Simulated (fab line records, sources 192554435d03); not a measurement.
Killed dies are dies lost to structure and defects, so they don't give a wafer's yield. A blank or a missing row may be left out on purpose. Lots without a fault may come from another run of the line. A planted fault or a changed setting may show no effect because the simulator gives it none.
fab line records | flow n5_finfet
record lots=11 wafers=30 last_day=18
route steps=1938 shown BEOL_M12@1634 BEOL_M13@1659 PASSIVATION@1936
lots that met no fault: from a run of the same line without faults
start_h: hours from the record's first day to the start of the lot's first wafer shown | wait_h: hours since the lot's step before | " the same as in the row above | L1.1+2: a row that stands for several wafers | - no value, or no start given | * or withheld: withheld | < > ~ a bound
route shown NAME@n: a module of which the file shows steps, and the number in the route of the first | usual: mean/standard deviation of fault-free wafers | same: alike in all rows | chamber/n: place in a boat | sites: the reading at each site | _std_site: their standard deviation | _edge_site: outer sites' mean less inner sites' | radius_mm: how far each site lies from the wafer's centre | mask NAME#n: copy n | behind: the tool/chamber that last shaped the wafer | hold: why the lot was held/for how many hours/how that ended | device: the transistor (n, p or np) that didn't switch | end of line: the same wafers' tests at the end of the route | a step without rows: its recipe alone | killed: dies lost to structure and defects at the first sort, not the wafer's yield | map: a wafer's dies, x killed, . not, _ none there
set.NAME: the setting as run; set.NAME@STEP: as run at that earlier step | model.NAME: the simulator's own value behind a step, which no gauge read
steps of the route over a sample of lots; a table a step, a row a wafer
services: from which hour (start_h, from the record's first day; less than 0 if before it) a tool's chamber was out of use, for how many hours, and why
## steps
# step N5_BEOL_M12_INSPECT_30
# recipe mode=adi inspect_instrument=macro
# usual raw_defect_count=2.1/1.5
# columns lot.wafer tool chamber start_h wait_h raw_defect_count
L547.2 defect_inspect-01 - 227.27 0.0 2
L547.3 " - " " 5
L547.4 " - " " 1
L552.1 defect_inspect-02 - 252.50 0.0 4
L552.3 " - " " 1
L552.5 " - " " 4
L553.1 defect_inspect-01 - 261.37 0.0 2
L553.2 " - " " 7
L553.4 " - " " 2
L554.1 defect_inspect-01 - 278.97 0.0 2
L554.2 " - " " 2
L554.3 " - " " 3
L558.2 defect_inspect-02 - 305.49 0.0 3
L558.3 " - " " 2
L558.6 " - " " 1
L562.1 defect_inspect-02 - 317.16 0.0 0
L562.5 " - " " 1
L562.6 " - " " 2
L563.1 defect_inspect-01 - 322.31 0.0 0
L563.6 " - " " 1
L567.2 defect_inspect-01 - 346.65 0.0 2
L567.6 " - " " 3
L566.4 defect_inspect-02 - 353.84 0.0 4
L566.6 " - " " 0
L569.1 defect_inspect-01 - 370.57 0.0 4
L569.2 " - " " 0
L569.3 " - " " 2
L570.1 defect_inspect-01 - 376.28 0.0 2
L570.4 " - " " 0
L570.5 " - " " 4
# step N5_BEOL_M12_DESCUM_33
# recipe chemistry=O2 time_s=7.9 source_power_w=50 bias_power_w=20 pressure_mtorr=20 rf_frequency_hz=2.712e+07 temp_c=40 o2_flow_sccm=225
# usual drypump_motor_current_A=5.7/0.43 o2_flow_sccm=225.0/0.74 oes_product_au=0.77/0.078 rf_vpp_V=243.1/1.2 showerhead_plenum_p_Torr=2.10/0.052 temp_c=39.99/0.11 throttle_valve_pct=20.42/0.25
# same time_s=7.9
# columns lot.wafer tool chamber start_h wait_h drypump_motor_current_A o2_flow_sccm oes_product_au rf_hours_counter_h rf_vpp_V showerhead_plenum_p_Torr temp_c throttle_valve_pct
L547.2 rie_diel-01 2 227.72 0.4 4.8 226.1 0.71 197 241.2 2.00 39.95 20.65
L547.3 " 1 " " 5.1 226.5 0.67 258 243.7 2.17 40.02 20.61
L547.4 " 2 " " 4.8 225.9 0.71 - 242.1 2.00 39.94 20.65
L552.1 rie_diel-04 2 252.60 0.1 6.1 224.1 0.95 8 241.5 2.07 39.78 20.04
L552.3 " 0 " " 6.1 225.6 0.72 199 243.4 2.09 39.89 20.82
L552.5 " 3 " " 5.9 224.9 0.69 - 244.7 2.16 39.83 20.49
L553.1 rie_diel-03 2 261.40 0.0 5.2 226.3 0.74 194 243.3 2.08 39.88 20.27
L553.2 " 1 " " 5.4 225.1 0.74 166 242.2 2.09 39.96 20.20
L553.4 " 0 " " 5.3 223.8 0.77 130 244.0 2.20 39.96 20.22
L554.1 rie_diel-01 0 279.00 0.0 5.8 225.2 0.73 204 243.6 2.09 40.08 20.48
L554.2 " 2 " " 4.8 225.4 0.69 221 242.7 1.99 39.85 20.70
L554.3 " 3 " " 6.2 225.5 0.80 73 245.0 2.19 39.98 20.12
L558.2 rie_diel-03 1 305.53 0.0 5.4 225.4 0.72 181 243.5 2.08 39.93 20.23
L558.3 " 0 " " 5.3 224.6 0.76 142 245.0 2.19 39.89 20.26
L558.6 " 2 " " 5.2 225.1 0.74 - 244.0 2.07 39.94 20.29
L562.1 rie_diel-03 2 318.52 1.4 5.2 224.0 0.72 217 242.5 2.07 39.88 20.30
L562.5 " 3 " " 5.9 224.6 0.88 - 243.8 2.16 40.21 20.27
L562.6 " 2 " " 5.2 224.6 0.73 - 241.0 2.07 39.91 20.29
L563.1 rie_diel-04 2 322.67 0.4 6.1 224.6 0.88 34 242.1 2.06 39.96 20.10
L563.6 " 0 " " 6.1 224.2 0.70 - 242.3 2.08 40.01 20.87
L567.2 rie_diel-03 3 346.88 0.2 5.9 225.1 0.85 49 243.6 2.15 39.91 20.30
L567.6 " 1 " " 5.4 225.1 0.71 - 242.8 2.07 39.99 20.26
L566.4 rie_diel-03 3 354.69 0.8 5.9 225.3 0.86 53 243.7 2.15 40.24 20.30
L566.6 " 1 " " 5.4 225.2 0.70 - 242.7 2.07 39.90 20.27
L569.1 rie_diel-04 1 371.66 1.1 6.0 224.7 0.76 119 243.1 2.10 39.91 20.68
L569.2 " 0 " " 6.1 225.0 0.69 250 241.5 2.07 40.10 20.89
L569.3 " 2 " " 6.1 224.0 0.84 62 243.2 2.05 39.82 20.15
L570.1 rie_diel-04 0 377.04 0.8 6.0 226.7 0.68 254 242.2 2.07 39.97 20.91
L570.4 " 1 " " 6.0 224.6 0.76 - 244.9 2.10 39.88 20.67
L570.5 " 2 " " 6.0 225.7 0.83 - 243.2 2.05 39.88 20.13
# step N5_BEOL_M12_SPUTTER_44
# recipe material=Ta target_thk_a=100 temp_c=50 bias_v=80 power_w=15000 chamber_pressure_pa=0.07 time_s=16.13
# usual throttle_valve_pct=30.2/1.3
# columns lot.wafer tool chamber start_h wait_h throttle_valve_pct
L547.2 pvd_sputter-01 - 229.89 0.0 31.2
L547.3 " - " " 31.4
L547.4 " - " " 28.9
L552.1 pvd_sputter-02 - 258.59 0.0 30.9
L552.3 " - " " 31.5
L552.5 " - " " 27.8
L553.1 pvd_sputter-02 - 264.50 0.0 27.7
L553.2 " - " " 31.6
L553.4 " - " " 31.0
L554.1 pvd_sputter-03 - 280.71 0.0 32.2
L554.2 " - " " 30.4
L554.3 " - " " 28.5
L558.2 pvd_sputter-02 - 307.15 0.0 30.2
L558.3 " - " " 28.1
L558.6 " - " " 31.3
L562.1 pvd_sputter-03 - 323.57 0.0 30.4
L562.5 " - " " 32.3
L562.6 " - " " 30.4
L563.1 pvd_sputter-02 - 326.31 0.0 31.2
L563.6 " - " " 31.3
L567.2 pvd_sputter-02 - 349.52 0.0 31.0
L567.6 " - " " 31.6
L566.4 pvd_sputter-02 - 356.70 0.0 31.4
L566.6 " - " " 27.8
L569.1 pvd_sputter-01 - 373.97 0.0 30.1
L569.2 " - " " 31.1
L569.3 " - " " 29.0
L570.1 pvd_sputter-03 - 382.87 0.0 28.5
L570.4 " - " " 29.6
L570.5 " - " " 29.7
# step N5_BEOL_M12_CMP_49
# recipe stop_on=SiOC t_overpolish_s=20.6 down_force_psi=1 platen_rpm=50 clearing_platen_down_force_psi=1.5 clearing_platen_rpm=50 post_cmp_clean=cu_alkaline target_thk_nm=320 clearing_platen_pad_velocity_m_s=0.99484 pad_velocity_m_s=0.99484
# usual barrier_field_endpoint_s=30.1/0.69 clearing_platen_down_force_psi=1.4997/0.0028 motor_current_A=5.8/0.47 pad_life_wafers=1036/530
# columns lot.wafer tool chamber start_h wait_h barrier_field_endpoint_s clearing_platen_down_force_psi motor_current_A pad_life_wafers
L547.2 cmp-02 0 230.53 0.2 29.5 1.5033 5.4 1974
L547.4 " 1 " " 30.9 1.5035 5.3 1975
L547.3 " 3 " " 29.7 1.4949 6.3 1977
L552.3 cmp-01 1 259.61 0.4 30.3 1.5009 5.3 1093
L552.1 " 2 " " 31.8 1.5008 5.6 1094
L552.5 " 0 " " 29.9 1.4995 5.3 -
L553.1 cmp-01 2 265.14 0.3 31.4 1.5015 5.8 1164
L553.4 " 3 " " 30.0 1.4945 6.4 1165
L553.2 " 1 " " 30.1 1.4984 5.7 1167
L554.3 cmp-02 3 281.39 0.2 29.3 1.5016 6.4 223
L554.1 " 0 " " 29.6 1.4980 5.2 224
L554.2 " 1 " " 30.6 1.5033 5.4 225
L558.3 cmp-02 2 307.79 0.2 30.0 1.5014 5.8 408
L558.2 " 0 " " 28.9 1.4940 5.4 410
L558.6 " 2 " " 29.8 1.4978 5.8 -
L562.1 cmp-04 0 324.21 0.3 30.7 1.4980 6.0 828
L562.5 " 0 " " 31.2 1.4975 5.9 -
L562.6 " 1 " " 30.8 1.5000 6.8 -
L563.1 cmp-04 0 327.38 0.3 23.7 1.5027 5.7 865
L563.6 " 3 " " 23.0 1.4981 5.4 -
L567.2 cmp-04 1 351.01 0.2 30.6 1.5029 6.8 1051
L567.6 " 0 " " 23.8 1.4981 5.5 -
L566.4 cmp-04 2 357.45 0.2 30.6 1.4958 5.6 1119
L566.6 " 0 " " 23.5 1.4999 5.9 -
L569.3 cmp-02 3 375.19 0.2 30.2 1.5008 6.7 828
L569.2 " 1 " " 30.4 1.4999 5.4 830
L569.1 " 2 " " 30.7 1.5014 5.7 831
L570.1 cmp-04 3 383.65 0.3 29.6 1.4958 6.0 1345
L570.4 " 1 " " 31.2 1.4993 7.1 1347
L570.5 " 3 " " 30.0 1.4926 5.5 -
# step N5_BEOL_M13_ILD_DEP_00
# recipe material=SiOC target_thk_a=8379.2 temp_c=350 precursor=DEMS/O2 pressure_torr=5 rf_w=500 time_s=166.4
# usual heater_power_w=506/100 showerhead_plenum_p_Torr=5.696/0.016 throttle_valve_pct=12.1/0.55
# same time_s=166.4
# columns lot.wafer tool chamber start_h wait_h heater_power_w showerhead_plenum_p_Torr throttle_valve_pct
L547.2 pecvd-03 2 231.04 0.0 316 5.693 12.1
L547.3 " 1 " " 578 5.702 12.3
L547.4 " 1 " " 594 5.697 12.4
L552.1 pecvd-01 2 260.05 0.0 526 5.721 11.1
L552.3 " 0 " " 495 5.671 12.2
L552.5 " 2 " " 559 5.722 11.4
L553.1 pecvd-04 0 265.62 0.0 643 5.704 11.5
L553.2 " 1 " " 616 5.691 12.9
L553.4 " 0 " " 524 5.701 11.6
L554.1 pecvd-01 0 281.86 0.0 459 5.689 11.9
L554.2 " 1 " " 539 5.713 12.4
L554.3 " 2 " " 625 5.715 11.2
L558.2 pecvd-04 0 308.28 0.0 604 5.707 11.4
L558.3 " 1 " " 583 5.708 12.6
L558.6 " 1 " " 617 5.698 12.4
L562.1 pecvd-01 1 324.71 0.0 586 5.705 12.4
L562.5 " 2 " " 606 5.714 11.3
L562.6 " 1 " " 595 5.708 12.4
L563.1 pecvd-03 0 327.82 0.0 348 5.672 12.6
L563.6 " 1 " " 571 5.703 12.7
L567.2 pecvd-03 1 351.45 0.0 519 5.720 12.5
L567.6 " 2 " " 311 5.691 12.5
L566.4 pecvd-04 0 357.88 0.1 615 5.681 11.5
L566.6 " 2 " " 499 5.708 11.3
L569.1 pecvd-03 1 375.67 0.0 568 5.707 12.7
L569.2 " 2 " " 372 5.683 12.6
L569.3 " 0 " " 359 5.653 12.3
L570.1 pecvd-04 0 384.09 0.0 572 5.694 11.5
L570.4 " 2 " " 496 5.715 11.3
L570.5 " 1 " " 626 5.684 12.8
# step N5_PASSIVATION_PROBE_49
# usual defect_limited_yield=91.4/1.4 killed_at_M0_to_M3=31/10 killed_at_M4_up=14/5.6 killed_at_contacts=13/6.3 killed_at_front_end=39/10 killed_at_other=4/3.1 killed_dies=101/16 killed_open=65/13 killed_short=34/7.2 sort_bin_4_leakage=0.00/0.007 sort_bin_5_function=5.1/0.88 sort_bin_6_memory=3.2/0.66 sort_n_pass=1079/16 sort_yield_pct=91.4/1.4
# same gross_dies=1180 killed_at_back_side=0 sort_bin_8_speed[%]=0
# columns lot.wafer tool chamber start_h wait_h defect_limited_yield[%] killed_at_M0_to_M3 killed_at_M4_up killed_at_contacts killed_at_front_end killed_at_other killed_dies killed_open killed_short sort_bin_4_leakage[%] sort_bin_5_function[%] sort_bin_6_memory[%] sort_n_pass sort_yield_pct[%]
L547.2 prober-01 - 274.71 0.1 88.6 45 10 18 58 3 134 97 34 0 6.7 4.2 1046 88.6
L547.3 prober-01 - 274.76 0.1 90.1 32 15 11 57 2 117 75 40 0 6.1 3.4 1063 90.1
L547.4 prober-01 - 274.81 0.2 91.8 30 12 15 38 2 97 65 32 0 4.4 3.6 1083 91.8
L552.1 prober-02 - 294.41 0.0 90.0 34 17 15 47 5 118 81 34 0 5.7 3.7 1062 90.0
L552.3 prober-02 - 294.51 0.1 89.6 39 14 24 36 10 123 78 42 0 5.4 4.6 1057 89.6
L552.5 prober-02 - 294.61 0.2 90.8 47 9 20 26 7 109 81 28 0.08 5.3 3.6 1070 90.7
L553.1 prober-01 - 294.80 0.0 93.8 23 6 10 32 2 73 44 27 0 3.6 2.5 1107 93.8
L553.2 prober-01 - 294.85 0.1 91.5 37 13 14 34 2 100 74 26 0 5.3 3.0 1080 91.5
L553.4 prober-01 - 294.95 0.2 93.1 31 9 4 34 3 81 51 29 0 3.6 2.9 1099 93.1
L554.1 prober-01 - 316.07 0.0 90.8 45 9 22 29 3 108 71 37 0 5.6 3.1 1072 90.8
L554.2 prober-01 - 316.12 0.1 91.6 37 10 14 34 4 99 63 35 0 5.1 3.1 1081 91.6
L554.3 prober-01 - 316.17 0.1 93.1 31 3 5 37 5 81 46 35 0 4.2 2.6 1099 93.1
L558.2 prober-01 - 340.85 0.1 93.1 22 13 11 33 3 82 45 35 0 3.8 2.9 1098 93.1
L558.3 prober-01 - 340.90 0.1 89.0 38 33 2 54 3 130 90 39 0 6.9 3.5 1050 89.0
L558.6 prober-01 - 341.05 0.3 87.8 52 17 17 57 1 144 99 44 0 7.3 4.2 1036 87.8
L563.1 prober-02 - 361.99 0.0 91.6 16 15 25 43 0 99 63 36 0 4.5 3.6 1081 91.6
L563.6 prober-02 - 362.24 0.3 92.3 16 7 26 36 6 91 56 32 0 5.1 2.4 1089 92.3
L562.1 prober-01 - 362.12 0.0 92.0 21 21 15 36 1 94 57 33 0 4.5 3.2 1086 92.0
L562.5 prober-01 - 362.32 0.2 91.9 30 17 13 33 3 96 65 29 0 4.9 2.6 1084 91.9
L562.6 prober-01 - 362.37 0.3 92.1 22 20 15 36 0 93 64 26 0 5.2 2.5 1087 92.1
L566.4 prober-01 - 388.45 0.2 92.2 34 14 12 29 3 92 55 36 0 4.9 2.5 1088 92.2
L566.6 prober-01 - 388.55 0.3 93.0 20 22 13 28 0 83 54 29 0 4.7 2.1 1097 93.0
L567.2 prober-01 - 391.34 0.1 92.2 33 13 7 36 3 92 52 38 0 4.7 2.8 1088 92.2
L567.6 prober-01 - 391.54 0.3 92.4 36 7 5 41 1 90 56 32 0 4.9 2.3 1090 92.4
L569.1 prober-01 - 412.57 0.0 93.1 10 11 11 46 4 82 54 25 0 4.1 2.6 1098 93.1
L569.2 prober-01 - 412.62 0.1 91.8 18 13 24 35 7 97 68 27 0 5.2 2.9 1083 91.8
L569.3 prober-01 - 412.67 0.1 89.2 21 23 21 54 8 127 89 37 0 5.8 4.8 1053 89.2
L570.1 prober-02 - 436.37 0.0 92.4 27 6 5 49 3 90 56 34 0 4.4 2.9 1090 92.4
L570.4 prober-02 - 436.52 0.2 91.9 26 10 8 49 2 95 67 28 0 4.2 3.7 1085 91.9
L570.5 prober-02 - 436.57 0.2 93.3 32 9 2 35 1 79 57 22 0 4.1 2.3 1101 93.3
# killed by level:class
L547.2 STI_FIN_REVEAL:geometric_particle:open=16 MOL_CONTACT_COAG:geometric_particle:open=15 FIN_SAQP:geometric_particle:open=14 BEOL_M0_SAQP:geometric_particle:open=10 BEOL_M3:geometric_particle:open=10 BEOL_M0_SAQP:geometric_particle:short=9 FIN_SAQP:geometric_particle:short=8 BEOL_M1:geometric_particle:open=4
L547.3 FIN_SAQP:geometric_particle:open=11 STI_FIN_REVEAL:geometric_particle:open=10 MOL_CONTACT_COAG:geometric_particle:open=10 FIN_SAQP:geometric_particle:short=9 BEOL_M0_SAQP:geometric_particle:open=7 ILD0:geometric_particle:short=6 BEOL_M0_SAQP:geometric_particle:short=6 BEOL_M2:geometric_particle:open=6
L547.4 MOL_CONTACT_COAG:geometric_particle:open=10 FIN_SAQP:geometric_particle:open=9 STI_FIN_REVEAL:geometric_particle:open=7 BEOL_M3:geometric_particle:open=6 BEOL_M1:geometric_particle:open=6 FIN_SAQP:geometric_particle:short=5 BEOL_M0_SAQP:geometric_particle:open=5 MOL_CONTACT_COAG:geometric_particle:short=5
L552.1 BEOL_M3:geometric_particle:open=14 MOL_CONTACT_COAG:geometric_particle:open=10 FIN_SAQP:geometric_particle:open=8 BEOL_M5:geometric_particle:open=8 FIN_SAQP:geometric_particle:short=7 STI_FIN_REVEAL:geometric_particle:open=7 BEOL_M0_SAQP:geometric_particle:short=7 DUMMY_GATE:geometric_particle:open=6
L552.3 MOL_CONTACT_COAG:geometric_particle:open=17 BEOL_M0_SAQP:geometric_particle:open=10 GATE_CUT:geometric_particle:short=8 BEOL_M3:geometric_particle:open=8 FIN_SAQP:geometric_particle:open=7 MOL_CONTACT_COAG:geometric_particle:short=7 BEOL_M1:geometric_particle:open=7 BEOL_M0_SAQP:geometric_particle:short=5
L552.5 MOL_CONTACT_COAG:geometric_particle:open=18 BEOL_M3:geometric_particle:open=15 BEOL_M0_SAQP:geometric_particle:open=13 BEOL_M0_SAQP:geometric_particle:short=9 STI_FIN_REVEAL:geometric_particle:open=6 DUMMY_GATE:geometric_particle:open=5 BEOL_M1:geometric_particle:open=4 BEOL_M2:geometric_particle:open=3
L553.1 FIN_SAQP:geometric_particle:open=8 MOL_CONTACT_COAG:geometric_particle:open=7 FIN_SAQP:geometric_particle:short=6 BEOL_M0_SAQP:geometric_particle:open=6 GATE_CUT:geometric_particle:short=4 BEOL_M1:geometric_particle:short=4 MOL_CONTACT_COAG:geometric_particle:short=3 BEOL_M2:geometric_particle:open=3
L553.2 BEOL_M3:geometric_particle:open=16 MOL_CONTACT_COAG:geometric_particle:open=13 FIN_SAQP:geometric_particle:short=7 BEOL_M0_SAQP:geometric_particle:short=6 STI_FIN_REVEAL:geometric_particle:open=5 BEOL_M2:geometric_particle:open=5 DUMMY_GATE:geometric_particle:open=4 BEOL_M0_SAQP:geometric_particle:open=4
L553.4 BEOL_M0_SAQP:geometric_particle:open=13 FIN_SAQP:geometric_particle:short=10 BEOL_M0_SAQP:geometric_particle:short=7 FIN_SAQP:geometric_particle:open=6 BEOL_M1:geometric_particle:open=5 BEOL_M8:geometric_particle:open=4 MOL_CONTACT_COAG:geometric_particle:open=3 BEOL_M7:geometric_particle:open=3
L554.1 MOL_CONTACT_COAG:geometric_particle:open=16 BEOL_M1:geometric_particle:open=10 BEOL_M0_SAQP:geometric_particle:short=8 BEOL_M3:geometric_particle:open=8 STI_FIN_REVEAL:geometric_particle:open=7 BEOL_M0_SAQP:geometric_particle:open=7 MOL_CONTACT_COAG:geometric_particle:short=6 GATE_CUT:geometric_particle:short=5
L554.2 MOL_CONTACT_COAG:geometric_particle:open=14 BEOL_M0_SAQP:geometric_particle:short=10 BEOL_M0_SAQP:geometric_particle:open=7 STI_FIN_REVEAL:geometric_particle:open=6 BEOL_M3:geometric_particle:open=6 BEOL_M4:geometric_particle:open=5 FIN_SAQP:geometric_particle:open=4 FIN_SAQP:geometric_particle:short=4
L554.3 BEOL_M0_SAQP:geometric_particle:open=9 STI_FIN_REVEAL:geometric_particle:short=8 STI_FIN_REVEAL:geometric_particle:open=8 BEOL_M0_SAQP:geometric_particle:short=6 BEOL_M3:geometric_particle:open=6 GATE_CUT:geometric_particle:short=5 BEOL_M1:geometric_particle:open=5 FIN_SAQP:geometric_particle:open=3
L558.2 FIN_SAQP:geometric_particle:short=9 MOL_CONTACT_COAG:geometric_particle:open=8 BEOL_M1:geometric_particle:open=7 BEOL_M4:geometric_particle:open=7 STARTING-WAFER:geometric_particle:short=6 DUMMY_GATE:geometric_particle:open=5 FIN_SAQP:geometric_particle:open=4 BEOL_M0_SAQP:geometric_particle:short=4
L558.3 BEOL_M4:geometric_particle:open=21 FIN_SAQP:geometric_particle:open=13 BEOL_M1:geometric_particle:open=12 FIN_SAQP:geometric_particle:short=11 GATE_CUT:geometric_particle:open=8 GATE_CUT:geometric_particle:short=6 BEOL_M0:geometric_particle:open=6 BEOL_M3:geometric_particle:open=6
L558.6 FIN_SAQP:geometric_particle:open=15 BEOL_M1:geometric_particle:open=14 STI_FIN_REVEAL:geometric_particle:open=12 MOL_CONTACT_COAG:geometric_particle:open=11 BEOL_M2:geometric_particle:open=9 BEOL_M4:geometric_particle:open=9 BEOL_M3:geometric_particle:open=8 FIN_SAQP:geometric_particle:short=7
L563.1 MOL_CONTACT_COAG:geometric_particle:open=19 FIN_SAQP:geometric_particle:short=9 BEOL_M4:geometric_particle:open=9 FIN_SAQP:geometric_particle:open=8 GATE_CUT:geometric_particle:short=8 MOL_CONTACT_COAG:geometric_particle:short=6 BEOL_M0_SAQP:geometric_particle:open=5 STARTING-WAFER:geometric_particle:open=5
L562.1 MOL_CONTACT_COAG:geometric_particle:open=10 BEOL_M4:geometric_particle:open=8 DUMMY_GATE:geometric_particle:short=6 DUMMY_GATE:geometric_particle:open=6 GATE_CUT:geometric_particle:short=6 BEOL_M0_SAQP:geometric_particle:open=6 MOL_CONTACT_COAG:geometric_particle:short=5 BEOL_M3:geometric_particle:short=5
L563.6 MOL_CONTACT_COAG:geometric_particle:open=23 FIN_SAQP:geometric_particle:short=9 BEOL_M4:geometric_particle:open=5 GATE_CUT:geometric_particle:short=4 STARTING-WAFER:geometric_particle:open=4 FIN_SAQP:geometric_particle:open=3 STI_FIN_REVEAL:geometric_particle:short=3 STI_FIN_REVEAL:geometric_particle:open=3
L562.5 MOL_CONTACT_COAG:geometric_particle:open=10 FIN_SAQP:geometric_particle:open=9 BEOL_M0_SAQP:geometric_particle:open=7 BEOL_M0_SAQP:geometric_particle:short=7 BEOL_M1:geometric_particle:open=6 BEOL_M5:geometric_particle:open=6 FIN_SAQP:geometric_particle:short=4 STI_FIN_REVEAL:geometric_particle:open=4
L562.6 BEOL_M4:geometric_particle:open=11 MOL_CONTACT_COAG:geometric_particle:open=10 FIN_SAQP:geometric_particle:open=8 DUMMY_GATE:geometric_particle:open=6 BEOL_M3:geometric_particle:short=6 MOL_CONTACT_COAG:geometric_particle:short=5 BEOL_M0_SAQP:geometric_particle:open=5 BEOL_M3:geometric_particle:open=5
L566.4 BEOL_M0_SAQP:geometric_particle:short=9 MOL_CONTACT_COAG:geometric_particle:open=9 BEOL_M3:geometric_particle:open=6 FIN_SAQP:geometric_particle:open=5 GATE_CUT:geometric_particle:short=5 BEOL_M1:geometric_particle:open=5 BEOL_M2:geometric_particle:open=5 FIN_SAQP:geometric_particle:short=4
L566.6 MOL_CONTACT_COAG:geometric_particle:open=9 BEOL_M4:geometric_particle:open=7 FIN_SAQP:geometric_particle:short=6 GATE_CUT:geometric_particle:short=6 BEOL_M5:geometric_particle:open=6 BEOL_M3:geometric_particle:open=5 FIN_SAQP:geometric_particle:open=4 MOL_CONTACT_COAG:geometric_particle:short=4
L567.2 BEOL_M0_SAQP:geometric_particle:open=9 BEOL_M0_SAQP:geometric_particle:short=8 BEOL_M4:geometric_particle:open=6 FIN_SAQP:geometric_particle:short=5 STARTING-WAFER:geometric_particle:short=5 FIN_SAQP:geometric_particle:open=4 STI_FIN_REVEAL:geometric_particle:open=4 DUMMY_GATE:geometric_particle:open=4
L567.6 BEOL_M0_SAQP:geometric_particle:open=12 FIN_SAQP:geometric_particle:short=11 FIN_SAQP:geometric_particle:open=9 STI_FIN_REVEAL:geometric_particle:open=7 BEOL_M1:geometric_particle:open=6 BEOL_M2:geometric_particle:open=5 BEOL_M2:geometric_particle:short=5 BEOL_M0_SAQP:geometric_particle:short=4
L569.1 FIN_SAQP:geometric_particle:open=12 MOL_CONTACT_COAG:geometric_particle:open=11 FIN_SAQP:geometric_particle:short=10 DUMMY_GATE:geometric_particle:open=8 BEOL_M1:geometric_particle:open=7 STI_FIN_REVEAL:geometric_particle:open=3 GATE_CUT:geometric_particle:short=3 BEOL_M8:geometric_particle:open=3
L569.2 MOL_CONTACT_COAG:geometric_particle:open=21 STI_FIN_REVEAL:geometric_particle:open=9 BEOL_M1:geometric_particle:open=7 FIN_SAQP:geometric_particle:short=6 FIN_SAQP:geometric_particle:open=5 GATE_CUT:geometric_particle:short=4 BEOL_M4:geometric_particle:short=4 DUMMY_GATE:geometric_particle:open=3
L569.3 STI_FIN_REVEAL:geometric_particle:open=20 MOL_CONTACT_COAG:geometric_particle:open=17 FIN_SAQP:geometric_particle:open=14 FIN_SAQP:geometric_particle:short=10 BEOL_M4:geometric_particle:open=7 BEOL_M1:geometric_particle:open=5 BEOL_M5:geometric_particle:open=5 BEOL_M4:geometric_particle:short=4
L570.1 FIN_SAQP:geometric_particle:short=13 BEOL_M3:geometric_particle:open=10 STI_FIN_REVEAL:geometric_particle:open=9 FIN_SAQP:geometric_particle:open=7 DUMMY_GATE:geometric_particle:open=5 MOL_CONTACT_COAG:geometric_particle:open=5 BEOL_M2:geometric_particle:open=4 DUMMY_GATE:geometric_particle:short=3
L570.4 FIN_SAQP:geometric_particle:open=16 FIN_SAQP:geometric_particle:short=10 BEOL_M2:geometric_particle:open=9 STI_FIN_REVEAL:geometric_particle:open=8 MOL_CONTACT_COAG:geometric_particle:open=7 BEOL_M3:geometric_particle:open=6 BEOL_M0_SAQP:geometric_particle:open=3 BEOL_M0:geometric_particle:open=3
L570.5 FIN_SAQP:geometric_particle:open=18 BEOL_M3:geometric_particle:open=12 FIN_SAQP:geometric_particle:short=9 BEOL_M1:geometric_particle:open=5 BEOL_M2:geometric_particle:open=4 BEOL_M0_SAQP:geometric_particle:open=3 BEOL_M3:geometric_particle:short=3 BEOL_M10:geometric_particle:open=3
## services
# columns tool chamber start_h hours kind
cmp-04 - 206.72 4.0 pm
cmp-04 - 211.32 2.4 repair
rie_diel-03 - 211.67 1.7 repair
cmp-04 - 220.99 1.0 repair
cmp-02 - 250.35 4.0 pm
cmp-04 - 253.81 7.0 pm
cmp-02 - 258.64 1.5 repair
rie_diel-04 1 287.30 4.7 repair
rie_diel-03 3 291.56 6.8 repair
rie_diel-03 - 293.56 1.1 repair
rie_diel-03 0 296.71 5.3 repair
cmp-04 - 297.49 1.3 repair
rie_diel-04 - 308.37 4.3 pm
rie_diel-04 3 321.46 9.9 repair
cmp-04 - 330.03 0.5 repair
cmp-04 - 335.82 1.4 repair
cmp-02 - 355.86 17.1 pm
rie_diel-04 0 360.70 5.8 repair
rie_diel-04 3 368.33 39.2 repair
cmp-04 - 371.26 2.4 repair
cmp-02 - 379.92 0.3 repair
rie_diel-03 1 380.94 2.6 repair
cmp-04 - 381.48 1.3 repair
rie_diel-04 1 381.81 1.8 repair
## key
first_sign step=N5_BEOL_M12_CMP_49 reading=barrier_field_endpoint_s direction=down sigmas=9.6 usual=30.1 struck=23.5
effect none on later readings
met_at N5_BEOL_M12_SPUTTER_44
struck_lots L563,L566,L567
struck_wafers L563.1,L563.6,L566.6,L567.6
not_acting_at N5_BEOL_M12_INSPECT_30,N5_BEOL_M12_DESCUM_33,N5_BEOL_M13_ILD_DEP_00
onset_between 307.15 326.31
fault kind=process_parameter_drift tool=pvd_sputter-02 chamber=- onset_h=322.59 steps=N5_BEOL_M12_SPUTTER_44 channel=time_s offset=* shape=step end_h=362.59 scope=struck_wafers_only acts_in=* stated=*
